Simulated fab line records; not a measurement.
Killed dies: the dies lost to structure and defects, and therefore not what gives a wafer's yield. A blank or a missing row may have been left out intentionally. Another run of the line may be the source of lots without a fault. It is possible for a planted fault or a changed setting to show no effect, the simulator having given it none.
Chamber matching    flow n5 finfet    cmp-04 running N5_BEOL_M6_CMP_52: 4 sister chambers
The step polishes, stops on SiCOH lowk, t overpolish 6.9 s, target thk 80 nm. 8 wafers are shown with their chamber, then 11 later ones without.

WAFERS, EACH WITH ITS CHAMBER
wafer   chamber  time to endpoint s (s)  barrier field endpoint s (s)
L082.3  3        60                      27.8
L083.3  0        67                      29.5
L084.3  2        61                      28.5
L084.5  2        64                      29.5
L084.6  3        56                      28.9
L085.1  0        64                      29.3
L085.6  1        64                      29.3
L090.4  1        63                      30.0

WAFERS WITHOUT THEIR CHAMBER
wafer   time to endpoint s (s)  barrier field endpoint s (s)
L090.5  64                      30.0
L090.6  63                      29.7
L092.1  55                      26.7
L092.2  58                      28.1
L092.5  65                      29.6
L094.2  62                      28.8
L094.3  54                      27.6
L094.4  60                      29.5
L096.1  60                      28.4
L096.3  66                      29.1
L096.5  62                      29.4

CHAMBER TAKEN BY EACH
wafer    from the rows above                 in truth
L090.5   can't be placed: 1 or 0 or 2        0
L090.6   can't be placed: 1 or 2 or 0        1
L092.1   3                                   3
L092.2   3                                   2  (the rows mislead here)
L092.5   can't be placed: 0 or 1 or 2        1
L094.2   can't be placed: 2 or 1 or 0 or 3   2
L094.3   3                                   3
L094.4   can't be placed: 2 or 1 or 3 or 0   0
L096.1   can't be placed: 3 or 2 or 1        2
L096.3   can't be placed: 0 or 1 or 2        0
L096.5   can't be placed: 2 or 1 or 0 or 3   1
Correctly placed: 2 of 11. These rows do not allow placing 8 (true chamber among the candidates in 8). Placed wrongly: 1.
How it was worked out, from the rows above alone: a wafer's distance from a chamber is the root of the sum, over the readings, of the square of ((its reading less the chamber's mean) divided by the reading's scatter). If the next closest chamber is less than 2 further off than the closest, the wafer can't be placed; otherwise it belongs to the closest. A chamber's mean is the mean of its shown wafers. How the scatter is found: for the shown wafers, subtract from each reading the mean of its chamber, square and add these, divide the total by (wafers less chambers), then take the root.
